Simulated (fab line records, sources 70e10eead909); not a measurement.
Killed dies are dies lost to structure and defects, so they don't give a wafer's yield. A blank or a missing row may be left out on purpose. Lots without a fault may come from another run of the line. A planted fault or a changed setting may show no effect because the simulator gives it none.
One fault seen from 2 desks | flow nand_harc | each desk has only its own numbers; what lay behind them comes last

THE TOOL OWNER'S DESK: litho_track-03
The tool's own readings at NHARC_P_STI_SOFTBAKE_04 (time 70 s): means of the sampled wafers that have a number, for each lot that ran on this tool. A lot is out of limits, marked OUT, if its mean lies more than 4 standard deviations from the usual mean; the brackets give that distance.
Columns: A = heater_power_total_W at NHARC_P_STI_SOFTBAKE_04, usual 201.0 W
lot  | first seen here | A
L791 | day 4 01:00     | 201.3
L793 | day 4 22:00     | 201.4
L798 | day 6 22:00     | 200.6
L800 | day 7 20:00     | 180.9 (-14) OUT
L802 | day 8 16:00     | 180.8 (-14) OUT
This desk's finding: out of limits on L800, L802; first on L800, day 7 20:00 (heater_power_total_W at NHARC_P_STI_SOFTBAKE_04). In limits: L791, L793, L798.

THE METROLOGY DESK
What the gauges read, lot by lot, whatever tool the lot ran on: means of the sampled wafers that have a number. A lot is out of limits, marked OUT, if its mean lies more than 4 standard deviations from the usual mean; the brackets give that distance.
Columns: A = cd_nm at NHARC_P_STI_CD_MEAS_09, usual 199.8 nm; B = trench_depth_nm at NHARC_P_STI_OCD_MEAS_17, usual 300 nm; C = trench_foot_cd_nm at NHARC_P_STI_OCD_MEAS_17, usual 157.8 nm; D = cd_nm at NHARC_P_GATE_CD_MEAS_33, usual 120.5 nm
lot  | first seen here | A               | B   | C                | D
L789 | day 3 09:05     | 199.3           | 306 | 156.6            | 121.9
L791 | day 4 01:47     | 197.8           | 301 | 156.1            | 122.3
L793 | day 4 22:32     | 198.2           | 302 | 155.6            | 119.8
L794 | day 5 09:18     | 198.7           | 303 | 156.4            | 120.6
L797 | day 6 13:06     | 200.1           | 296 | 158.7            | 118.0
L798 | day 6 22:40     | 199.7           | 299 | 158.1            | 120.5
L800 | day 7 21:07     | 183.8 (-11) OUT | 298 | 142.1 (-9.8) OUT | 121.1
L802 | day 8 16:35     | 182.6 (-11) OUT | 298 | 140.8 (-11) OUT  | 120.1
L807 | day 10 18:45    | 198.5           | 296 | 156.8            | 120.8
L809 | day 11 15:51    | 201.3           | 301 | 159.6            | 120.0
L810 | day 12 00:26    | 199.3           | 302 | 157.3            | 118.7
This desk's finding: out of limits on L800, L802; first on L800, day 7 21:07 (cd_nm at NHARC_P_STI_CD_MEAS_09). In limits: L789, L791, L793, L794, L797, L798, L807, L809, L810.

PUT TOGETHER
The tool owner's desk could have raised an alarm at day 7 20:00, on L800, L802.
The metrology desk could have raised an alarm at day 7 21:07, on L800, L802.
Of the lots named, all ran NHARC_P_STI_SOFTBAKE_04 on litho_track-03.

WHAT THE SIMULATOR HAD PUT IN
Process parameter drift: litho_track-03, from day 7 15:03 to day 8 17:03, at NHARC_P_STI_SOFTBAKE_04. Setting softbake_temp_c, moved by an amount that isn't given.
Lots struck among those shown: L800, L802.
Hours from the fault's start to each desk's first reading out of limits: the tool owner's desk, 5; the metrology desk, 6.
